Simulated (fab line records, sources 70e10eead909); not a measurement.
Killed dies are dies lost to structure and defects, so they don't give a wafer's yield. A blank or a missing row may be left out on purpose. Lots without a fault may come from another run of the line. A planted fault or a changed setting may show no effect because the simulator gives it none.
fab line records | flow nand_harc
record lots=7 wafers=21 last_day=33
route steps=1302 shown A_CONTACT@1006 END@1302
lots that met no fault: from a run of the same line without faults
start_h: hours from the record's first day to the start of the lot's first wafer shown | wait_h: hours since the lot's step before | " the same as in the row above | L1.1+2: a row that stands for several wafers | - no value, or no start given | * or withheld: withheld | < > ~ a bound
route shown NAME@n: a module of which the file shows steps, and the number in the route of the first | usual: mean/standard deviation of fault-free wafers | same: alike in all rows | chamber/n: place in a boat | sites: the reading at each site | _std_site: their standard deviation | _edge_site: outer sites' mean less inner sites' | radius_mm: how far each site lies from the wafer's centre | mask NAME#n: copy n | behind: the tool/chamber that last shaped the wafer | hold: why the lot was held/for how many hours/how that ended | device: the transistor (n, p or np) that didn't switch | end of line: the same wafers' tests at the end of the route | a step without rows: its recipe alone | killed: dies lost to structure and defects at the first sort, not the wafer's yield | map: a wafer's dies, x killed, . not, _ none there
set.NAME: the setting as run; set.NAME@STEP: as run at that earlier step | model.NAME: the simulator's own value behind a step, which no gauge read
lots at some steps of the route; a table a step, a row a wafer
services: from which hour (start_h, from the record's first day; less than 0 if before it) a tool's chamber was out of use, for how many hours, and why
## steps
# step NHARC_A_CONTACT_ETCH_112
# recipe source_w=withheld pressure_mtorr=20 bias_v=3000 time_s=190 target_depth_a=18500 ar_flow_sccm=withheld c4f8_flow_sccm=withheld o2_flow_sccm=withheld chemistry=C4F8/O2/Ar
# usual chamber_pressure_mTorr=20.000/0.018 oes_air_line_au=1.000/0.021
# same time_s=190
# columns lot.wafer tool chamber start_h wait_h chamber_pressure_mTorr oes_air_line_au rf_hours_counter_h
L459.4 har_cap_etch-03 1 543.00 0.2 20.012 0.987 -
L459.3 " 0 " " 19.996 0.983 -
L459.6 " 0 " " 20.011 1.008 -
L463.2 har_cap_etch-02 1 597.59 0.2 19.998 1.000 99
L463.3 " 1 " " 20.006 1.033 -
L463.6 " 1 " " 19.981 0.990 -
L468.2 har_cap_etch-01 1 640.23 0.2 20.017 1.033 21
L468.6 " 1 " " 20.030 1.003 -
L468.5 " 0 " " 20.014 1.011 -
L467.1 har_cap_etch-03 0 642.97 0.2 20.015 1.008 66
L467.2 " 1 " " 19.997 0.971 66
L467.5 " 0 " " 20.027 1.018 -
L470.2 har_cap_etch-01 1 667.53 0.2 19.976 1.049 25
L470.6 " 1 " " 20.006 1.021 -
L470.5 " 0 " " 19.987 0.985 -
L475.2 har_cap_etch-02 0 704.49 0.2 20.001 0.971 120
L475.4 " 1 " " 19.989 0.990 -
L475.3 " 0 " " 19.984 0.992 -
L476.3 har_cap_etch-03 1 721.88 0.2 20.022 0.992 -
L476.4 " 0 " " 20.002 0.998 -
L476.5 " 0 " " 19.958 0.986 -
# step NHARC_A_CONTACT_ETCH_113
# recipe source_w=withheld pressure_mtorr=20 bias_v=3000 time_s=190 target_depth_a=18500 ar_flow_sccm=withheld c4f8_flow_sccm=withheld o2_flow_sccm=withheld chemistry=C4F8/O2/Ar
# step NHARC_A_CONTACT_ETCH_114
# recipe source_w=withheld pressure_mtorr=20 bias_v=3000 time_s=190 target_depth_a=18500 ar_flow_sccm=withheld c4f8_flow_sccm=withheld o2_flow_sccm=withheld chemistry=C4F8/O2/Ar
# step NHARC_A_CONTACT_ETCH_115
# recipe source_w=withheld pressure_mtorr=20 bias_v=3000 time_s=190 target_depth_a=18500 ar_flow_sccm=withheld c4f8_flow_sccm=withheld o2_flow_sccm=withheld chemistry=C4F8/O2/Ar
# step NHARC_A_CONTACT_ETCH_116
# recipe source_w=withheld pressure_mtorr=20 bias_v=3000 time_s=190 target_depth_a=18500 ar_flow_sccm=withheld c4f8_flow_sccm=withheld o2_flow_sccm=withheld chemistry=C4F8/O2/Ar
# usual chamber_pressure_mTorr=19.999/0.02 oes_air_line_au=1.000/0.02
# same time_s=190
# columns lot.wafer tool chamber start_h wait_h chamber_pressure_mTorr oes_air_line_au rf_hours_counter_h
L459.4 har_cap_etch-03 1 543.68 0.1 19.977 1.035 -
L459.3 " 0 " " 20.016 0.984 -
L459.6 " 0 " " 20.027 0.983 -
L463.2 har_cap_etch-02 1 598.27 0.1 19.983 0.994 99
L463.3 " 1 " " 20.015 0.985 -
L463.6 " 1 " " 19.980 0.991 -
L468.2 har_cap_etch-01 1 641.03 0.2 19.968 1.027 22
L468.6 " 1 " " 19.991 0.970 -
L468.5 " 0 " " 20.009 1.007 -
L467.1 har_cap_etch-03 0 643.65 0.1 20.008 0.985 66
L467.2 " 1 " " 19.976 1.001 66
L467.5 " 0 " " 20.008 0.987 -
L470.2 har_cap_etch-01 1 668.21 0.1 19.966 0.978 26
L470.6 " 1 " " 20.018 0.991 -
L470.5 " 0 " " 20.026 0.992 -
L475.2 har_cap_etch-02 0 705.17 0.1 19.999 1.000 121
L475.4 " 1 " " 20.025 0.994 -
L475.3 " 0 " " 20.002 1.019 -
L476.3 har_cap_etch-03 1 722.56 0.1 20.029 1.012 -
L476.4 " 0 " " 20.009 0.984 -
L476.5 " 0 " " 19.997 1.022 -
# step NHARC_A_CONTACT_ETCH_117
# recipe source_w=withheld pressure_mtorr=20 bias_v=3000 time_s=190 target_depth_a=18500 ar_flow_sccm=withheld c4f8_flow_sccm=withheld o2_flow_sccm=withheld chemistry=C4F8/O2/Ar
# usual chamber_pressure_mTorr=20.001/0.017 oes_air_line_au=0.998/0.022
# same time_s=190
# columns lot.wafer tool chamber start_h wait_h chamber_pressure_mTorr oes_air_line_au rf_hours_counter_h
L459.4 har_cap_etch-03 1 543.85 0.1 19.999 0.987 -
L459.3 " 0 " " 19.993 0.988 -
L459.6 " 0 " " 20.021 0.975 -
L463.2 har_cap_etch-02 1 598.44 0.1 20.007 0.985 100
L463.3 " 1 " " 19.980 0.988 -
L463.6 " 1 " " 20.031 0.965 -
L468.2 har_cap_etch-01 1 641.25 0.2 20.001 0.999 22
L468.6 " 1 " " 19.998 1.005 -
L468.5 " 0 " " 19.995 1.041 -
L467.1 har_cap_etch-03 0 643.82 0.1 19.987 1.002 67
L467.2 " 1 " " 19.991 1.005 67
L467.5 " 0 " " 20.009 0.990 -
L470.2 har_cap_etch-01 1 668.38 0.1 20.008 1.023 26
L470.6 " 1 " " 20.005 1.009 -
L470.5 " 0 " " 20.004 0.991 -
L475.2 har_cap_etch-02 0 705.34 0.1 20.003 1.009 121
L475.4 " 1 " " 20.025 1.009 -
L475.3 " 0 " " 19.992 1.041 -
L476.3 har_cap_etch-03 1 722.73 0.1 20.015 1.016 -
L476.4 " 0 " " 20.021 1.020 -
L476.5 " 0 " " 20.021 0.995 -
# step NHARC_A_CONTACT_ETCH_118
# recipe source_w=withheld pressure_mtorr=20 bias_v=3000 time_s=190 target_depth_a=18500 ar_flow_sccm=withheld c4f8_flow_sccm=withheld o2_flow_sccm=withheld chemistry=C4F8/O2/Ar
# step NHARC_A_CONTACT_ETCH_119
# recipe source_w=withheld pressure_mtorr=20 bias_v=3000 time_s=190 target_depth_a=18500 ar_flow_sccm=withheld c4f8_flow_sccm=withheld o2_flow_sccm=withheld chemistry=C4F8/O2/Ar
# step NHARC_A_CONTACT_ETCH_120
# recipe source_w=withheld pressure_mtorr=20 bias_v=3000 time_s=190 target_depth_a=18500 ar_flow_sccm=withheld c4f8_flow_sccm=withheld o2_flow_sccm=withheld chemistry=C4F8/O2/Ar
# step NHARC_A_CONTACT_ETCH_121
# recipe source_w=withheld pressure_mtorr=20 bias_v=3000 time_s=190 target_depth_a=18500 ar_flow_sccm=withheld c4f8_flow_sccm=withheld o2_flow_sccm=withheld chemistry=C4F8/O2/Ar
# usual chamber_pressure_mTorr=20.000/0.018 oes_air_line_au=1.000/0.02
# same time_s=190
# columns lot.wafer tool chamber start_h wait_h chamber_pressure_mTorr oes_air_line_au rf_hours_counter_h
L459.4 har_cap_etch-03 1 544.54 0.1 20.005 1.009 -
L459.3 " 0 " " 19.992 0.993 -
L459.6 " 0 " " 19.987 1.011 -
L463.2 har_cap_etch-02 1 599.13 0.1 19.995 0.982 100
L463.3 " 1 " " 20.003 0.999 -
L463.6 " 1 " " 20.011 0.994 -
L468.2 har_cap_etch-01 1 642.16 0.2 19.965 0.987 23
L468.6 " 1 " " 20.016 1.008 -
L468.5 " 0 " " 19.999 1.018 -
L467.1 har_cap_etch-03 0 644.50 0.1 19.987 0.994 67
L467.2 " 1 " " 20.025 0.991 67
L467.5 " 0 " " 20.030 0.990 -
L470.2 har_cap_etch-01 1 669.06 0.1 19.986 1.018 27
L470.6 " 1 " " 19.992 0.982 -
L470.5 " 0 " " 20.019 0.979 -
L475.2 har_cap_etch-02 0 706.03 0.1 19.994 0.981 122
L475.4 " 1 " " 19.997 1.019 -
L475.3 " 0 " " 20.048 1.006 -
L476.3 har_cap_etch-03 1 723.41 0.1 20.019 0.956 -
L476.4 " 0 " " 19.977 1.003 -
L476.5 " 0 " " 20.003 1.000 -
# step NHARC_A_CONTACT_ETCH_122
# recipe source_w=withheld pressure_mtorr=20 bias_v=3000 time_s=190 target_depth_a=18500 ar_flow_sccm=withheld c4f8_flow_sccm=withheld o2_flow_sccm=withheld chemistry=C4F8/O2/Ar
# usual chamber_pressure_mTorr=20.001/0.019 oes_air_line_au=0.995/0.02
# same time_s=190
# columns lot.wafer tool chamber start_h wait_h chamber_pressure_mTorr oes_air_line_au rf_hours_counter_h
L459.4 har_cap_etch-03 1 544.71 0.1 19.996 0.990 -
L459.3 " 0 " " 19.960 0.997 -
L459.6 " 0 " " 19.985 0.985 -
L463.2 har_cap_etch-02 1 599.29 0.1 19.986 0.989 100
L463.3 " 1 " " 20.054 0.973 -
L463.6 " 1 " " 19.984 0.975 -
L468.2 har_cap_etch-01 1 642.39 0.2 20.019 0.998 23
L468.6 " 1 " " 20.014 0.999 -
L468.5 " 0 " " 20.003 1.013 -
L467.1 har_cap_etch-03 0 644.67 0.1 19.995 1.012 67
L467.2 " 1 " " 20.008 0.985 67
L467.5 " 0 " " 20.000 0.996 -
L470.2 har_cap_etch-01 1 669.23 0.1 20.018 1.003 27
L470.6 " 1 " " 19.990 0.984 -
L470.5 " 0 " " 20.007 1.024 -
L475.2 har_cap_etch-02 0 706.20 0.1 20.006 0.979 122
L475.4 " 1 " " 19.983 1.008 -
L475.3 " 0 " " 19.995 0.992 -
L476.3 har_cap_etch-03 1 723.58 0.1 19.970 0.996 -
L476.4 " 0 " " 19.983 0.971 -
L476.5 " 0 " " 19.992 0.965 -
# step NHARC_A_CONTACT_ETCH_123
# recipe source_w=withheld pressure_mtorr=20 bias_v=400 time_s=490 target_depth_a=21100 ar_flow_sccm=withheld c4f8_flow_sccm=11.5 o2_flow_sccm=7.2 chemistry=C4F8/O2/Ar
# step NHARC_A_CONTACT_ETCH_90
# recipe target_depth_a=400 over_etch_frac=0.5 time_s=85.7 ion_energy_ev=120 ch3f_flow_sccm=50 o2_flow_sccm=30 ar_flow_sccm=200 rf_w=500 bias_w=100 chemistry=CH3F/O2
# usual bias_w=99.99/0.29 ch3f_flow_sccm=49.99/0.16 chamber_pressure_mTorr=24.997/0.025 drypump_motor_current_A=5.8/0.66 oes_product_au=0.96/0.034 rf_vpp_V=244.7/1.7 showerhead_plenum_p_Torr=2.49/0.11 throttle_valve_pct=20.664/0.0094 time_s=85.7/0
# columns lot.wafer tool chamber start_h wait_h bias_w ch3f_flow_sccm chamber_pressure_mTorr drypump_motor_current_A oes_product_au rf_hours_counter_h rf_vpp_V showerhead_plenum_p_Torr throttle_valve_pct time_s
L459.4 rie_diel-12 3 545.81 0.7 99.65 49.53 25.043 6.3 0.92 28 247.9 2.58 20.687 85.7
L459.3 " 0 " " 99.92 49.97 25.000 5.0 0.93 27 246.3 2.65 20.658 85.7
L459.6 " 2 " " 100.06 50.03 25.012 6.4 0.92 - 242.7 2.33 20.670 85.7
L463.2 rie_diel-04 3 600.43 0.8 99.99 49.88 24.991 6.3 0.96 11 243.2 2.47 20.680 85.7
L463.3 " 0 " " 100.10 49.89 25.000 6.8 0.96 9 246.8 2.66 20.672 85.7
L463.6 " 1 " " 99.87 49.94 25.005 5.2 0.95 - 244.5 2.43 20.668 85.7
L468.2 rie_diel-04 0 643.81 1.1 - - - - - - - - - -
L468.6 " 1 " " - - - - - - - - - -
L468.5 " 2 " " - - - - - - - - - -
L467.1 rie_diel-04 2 645.83 0.9 - - - - - - - - - -
L467.2 " 3 " " - - - - - - - - - -
L467.5 " 2 " " - - - - - - - - - -
L470.2 rie_diel-04 3 670.38 0.9 - - - - - - - - - -
L470.6 " 3 " " - - - - - - - - - -
L470.5 " 0 " " - - - - - - - - - -
L475.4 rie_diel-13 3 707.33 0.7 99.66 50.15 24.989 5.0 0.98 0 244.5 2.51 20.668 85.7
L475.2 " 0 " " 100.24 50.17 24.982 6.4 1.00 0 242.3 2.30 20.660 85.7
L475.3 " 1 " " 100.10 50.27 24.991 5.2 0.99 0 244.8 2.39 20.647 85.7
L476.4 rie_diel-12 0 724.67 0.6 100.35 50.16 24.990 5.0 0.92 31 246.2 2.63 20.664 85.7
L476.3 " 1 " " 100.10 49.80 25.033 4.8 1.00 32 243.4 2.39 20.664 85.7
L476.5 " 1 " " 100.10 49.95 24.981 4.8 1.01 - 243.7 2.39 20.658 85.7
# step NHARC_A_CONTACT_ETCH_96
# recipe target_depth_a=200 over_etch_frac=0.5 time_s=10 ion_energy_ev=250 c4f6_flow_sccm=25 o2_flow_sccm=20 ar_flow_sccm=500 rf_w=600 bias_w=500 chemistry=C4F6/O2
# step NHARC_END_SORT_01
# recipe temp_c=25
# usual killed_at_array=52/16 killed_at_other=0.8/1.1 killed_at_periphery=4.2/2.5 killed_dies=57/16 killed_open=3.4/2 killed_short=2.6/1.6
# same gross_dies=677
# columns lot.wafer tool chamber start_h wait_h killed_at_array killed_at_other killed_at_periphery killed_dies killed_open killed_short
L467.1 prober-01 0 708.21 2.5 676 0 1 677 4 2
L467.2 prober-01 0 709.02 2.8 676 0 1 677 3 2
L467.5 prober-01 0 711.44 3.7 676 0 1 677 1 7
L468.2 prober-02 0 709.06 2.8 672 0 5 677 8 2
L468.5 prober-02 0 711.48 3.7 674 1 2 677 2 4
L468.6 prober-02 0 712.29 4.0 672 0 5 677 3 1
L470.2 prober-02 0 743.66 2.8 668 0 9 677 2 1
L470.5 prober-02 0 746.09 3.7 669 1 7 677 1 0
L470.6 prober-02 0 746.90 4.0 675 0 2 677 4 5
# killed by level:class
L467.1 A_CONTACT:area_etch=623 A_CHANNEL_HOLE_D1:chamber_film_flake=33 A_STAIRCASE:chamber_film_flake=7 A_CONTACT:chamber_film_flake=3 A_ONON_D1:geometric_particle:open=2 A_SLIT:chamber_film_flake=2 A_ONON_D1:geometric_particle:short=1 A_ONON_D2:geometric_particle:open=1
L467.2 A_CONTACT:area_etch=631 A_CHANNEL_HOLE_D1:chamber_film_flake=19 A_CONTACT:chamber_film_flake=8 A_STAIRCASE:chamber_film_flake=7 A_SLIT:chamber_film_flake=5 A_CHANNEL_FILL_D1:geometric_particle:short=2 A_SOURCE_PLATE:geometric_particle:open=1 A_ONON_D2:geometric_particle:open=1
L468.2 A_CONTACT:area_etch=614 A_SLIT:chamber_film_flake=15 A_CHANNEL_HOLE_D2:chamber_film_flake=13 A_STAIRCASE:chamber_film_flake=11 A_CHANNEL_HOLE_D1:chamber_film_flake=5 A_CHANNEL_FILL_D1:chamber_film_flake=3 P_GATE:geometric_particle:open=2 P_ZERO_WELL:chamber_film_flake=2
L467.5 A_CONTACT:area_etch=626 A_CHANNEL_HOLE_D1:chamber_film_flake=29 A_STAIRCASE:chamber_film_flake=6 A_CONTACT:chamber_film_flake=5 A_SLIT:chamber_film_flake=2 P_CONTACT:geometric_particle:short=1 A_ONON_D1:geometric_particle:short=1 A_CHANNEL_FILL_D1:geometric_particle:short=1
L468.5 A_CONTACT:area_etch=594 A_SLIT:chamber_film_flake=33 A_CHANNEL_HOLE_D2:chamber_film_flake=16 A_CONTACT:chamber_film_flake=8 A_CHANNEL_HOLE_D1:chamber_film_flake=7 A_STAIRCASE:chamber_film_flake=4 A_DECK1_JOINT:chamber_film_flake=3 A_CHANNEL_FILL_D2:chamber_film_flake=3
L468.6 A_CONTACT:area_etch=618 A_CHANNEL_HOLE_D2:chamber_film_flake=18 A_SLIT:chamber_film_flake=17 A_STAIRCASE:chamber_film_flake=8 A_CHANNEL_HOLE_D1:chamber_film_flake=4 A_CONTACT:chamber_film_flake=2 P_GATE:geometric_particle:short=1 P_CONTACT:geometric_particle:open=1
L470.2 A_CONTACT:area_etch=632 A_CHANNEL_HOLE_D1:chamber_film_flake=20 P_M2:chamber_film_flake=6 A_STAIRCASE:chamber_film_flake=6 A_SLIT:chamber_film_flake=3 A_ZERO_WELL:chamber_film_flake=2 A_CHANNEL_FILL_D2:chamber_film_flake=2 A_CONTACT:chamber_film_flake=2
L470.5 A_CONTACT:area_etch=640 A_CHANNEL_HOLE_D1:chamber_film_flake=20 P_M2:chamber_film_flake=5 A_STAIRCASE:chamber_film_flake=5 A_SLIT:chamber_film_flake=2 A_ONON_D2:geometric_particle:open=1 P_ZERO_WELL:chamber_film_flake=1 P_STI:chamber_film_flake=1
L470.6 A_CONTACT:area_etch=618 A_CHANNEL_HOLE_D1:chamber_film_flake=30 A_STAIRCASE:chamber_film_flake=11 A_CONTACT:chamber_film_flake=4 P_M2:chamber_film_flake=2 A_CHANNEL_FILL_D1:geometric_particle:short=1 A_DECK1_JOINT:geometric_particle:short=1 A_DECK1_JOINT:geometric_particle:open=1
# map L467.1 (x killed, . not)
____________x____________
_________xxxxxxx_________
_______xxxxxxxxxxx_______
______xxxxxxxxxxxxx______
_____xxxxxxxxxxxxxxx_____
____xxxxxxxxxxxxxxxxx____
____xxxxxxxxxxxxxxxxx____
___xxxxxxxxxxxxxxxxxxx___
___xxxxxxxxxxxxxxxxxxx___
__xxxxxxxxxxxxxxxxxxxxx__
__xxxxxxxxxxxxxxxxxxxxx__
_xxxxxxxxxxxxxxxxxxxxxxx_
_xxxxxxxxxxxxxxxxxxxxxxx_
_xxxxxxxxxxxxxxxxxxxxxxx_
_xxxxxxxxxxxxxxxxxxxxxxx_
_xxxxxxxxxxxxxxxxxxxxxxx_
xxxxxxxxxxxxxxxxxxxxxxxxx
xxxxxxxxxxxxxxxxxxxxxxxxx
xxxxxxxxxxxxxxxxxxxxxxxxx
xxxxxxxxxxxxxxxxxxxxxxxxx
xxxxxxxxxxxxxxxxxxxxxxxxx
_xxxxxxxxxxxxxxxxxxxxxxx_
_xxxxxxxxxxxxxxxxxxxxxxx_
_xxxxxxxxxxxxxxxxxxxxxxx_
_xxxxxxxxxxxxxxxxxxxxxxx_
_xxxxxxxxxxxxxxxxxxxxxxx_
__xxxxxxxxxxxxxxxxxxxxx__
__xxxxxxxxxxxxxxxxxxxxx__
___xxxxxxxxxxxxxxxxxxx___
___xxxxxxxxxxxxxxxxxxx___
____xxxxxxxxxxxxxxxxx____
____xxxxxxxxxxxxxxxxx____
_____xxxxxxxxxxxxxxx_____
______xxxxxxxxxxxxx______
_______xxxxxxxxxxx_______
_________xxxxxxx_________
____________x____________
# map L468.2 (x killed, . not)
____________x____________
_________xxxxxxx_________
_______xxxxxxxxxxx_______
______xxxxxxxxxxxxx______
_____xxxxxxxxxxxxxxx_____
____xxxxxxxxxxxxxxxxx____
____xxxxxxxxxxxxxxxxx____
___xxxxxxxxxxxxxxxxxxx___
___xxxxxxxxxxxxxxxxxxx___
__xxxxxxxxxxxxxxxxxxxxx__
__xxxxxxxxxxxxxxxxxxxxx__
_xxxxxxxxxxxxxxxxxxxxxxx_
_xxxxxxxxxxxxxxxxxxxxxxx_
_xxxxxxxxxxxxxxxxxxxxxxx_
_xxxxxxxxxxxxxxxxxxxxxxx_
_xxxxxxxxxxxxxxxxxxxxxxx_
xxxxxxxxxxxxxxxxxxxxxxxxx
xxxxxxxxxxxxxxxxxxxxxxxxx
xxxxxxxxxxxxxxxxxxxxxxxxx
xxxxxxxxxxxxxxxxxxxxxxxxx
xxxxxxxxxxxxxxxxxxxxxxxxx
_xxxxxxxxxxxxxxxxxxxxxxx_
_xxxxxxxxxxxxxxxxxxxxxxx_
_xxxxxxxxxxxxxxxxxxxxxxx_
_xxxxxxxxxxxxxxxxxxxxxxx_
_xxxxxxxxxxxxxxxxxxxxxxx_
__xxxxxxxxxxxxxxxxxxxxx__
__xxxxxxxxxxxxxxxxxxxxx__
___xxxxxxxxxxxxxxxxxxx___
___xxxxxxxxxxxxxxxxxxx___
____xxxxxxxxxxxxxxxxx____
____xxxxxxxxxxxxxxxxx____
_____xxxxxxxxxxxxxxx_____
______xxxxxxxxxxxxx______
_______xxxxxxxxxxx_______
_________xxxxxxx_________
____________x____________
## services
# columns tool chamber start_h hours kind
rie_diel-13 - 519.05 9.0 pm
rie_diel-04 - 532.01 9.0 pm
rie_diel-04 0 532.01 10.6 vent_cycle
rie_diel-04 1 532.01 15.1 vent_cycle
rie_diel-04 2 532.01 9.0 vent_cycle
rie_diel-04 3 532.01 9.0 vent_cycle
har_cap_etch-03 - 536.44 0.8 repair
rie_diel-04 2 541.01 - clean
rie_diel-04 3 541.01 - clean
rie_diel-04 2 541.95 6.8 repair
rie_diel-13 - 541.96 0.2 repair
rie_diel-04 0 565.51 - clean
rie_diel-04 1 565.51 - clean
rie_diel-04 2 565.51 - clean
rie_diel-12 3 581.97 1.5 repair
rie_diel-12 1 602.59 2.8 repair
rie_diel-04 3 614.29 2.4 repair
rie_diel-13 1 614.60 13.0 repair
rie_diel-12 - 623.40 9.0 pm
rie_diel-04 3 647.60 2.8 repair
rie_diel-12 1 650.10 4.9 repair
har_cap_etch-02 - 669.27 0.5 repair
rie_diel-13 - 696.05 9.0 pm
rie_diel-04 - 709.01 9.0 pm
## key
first_sign step=NHARC_A_CONTACT_ETCH_90 reading=tool_record direction=missing
effect step=NHARC_END_SORT_01 reading=killed_at_array direction=up sigmas=39 usual=52 struck=673
more_kills_born_at NHARC_A_CONTACT_ETCH_90@rie_diel-04=5596
met_at NHARC_A_CONTACT_ETCH_90
struck_wafers L467.1,L467.2,L467.5,L468.2,L468.5,L468.6,L470.2,L470.5,L470.6
later_rows_left_out L467.1,L467.2,L467.5,L468.2,L468.5,L468.6,L470.2,L470.5,L470.6
tester_left_out L467,L468,L470
onset_between 600.43 643.81
fault kind=skipped_step_whole tool=rie_diel-04 chamber=- onset_h=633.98 steps=NHARC_A_CONTACT_ETCH_90 scope=struck_lots_only
# tester_left_out: of these lots the tester's yield and bins aren't shown, on N5 and GAA mostly nor the transistor test; their killed dies are dies lost to structure and defects alone, not to doping, threshold or leakage, so they don't give the yield
# later_rows_left_out: the simulator's readings of these wafers behind a module that went badly wrong aren't trusted and aren't shown, but for the sort
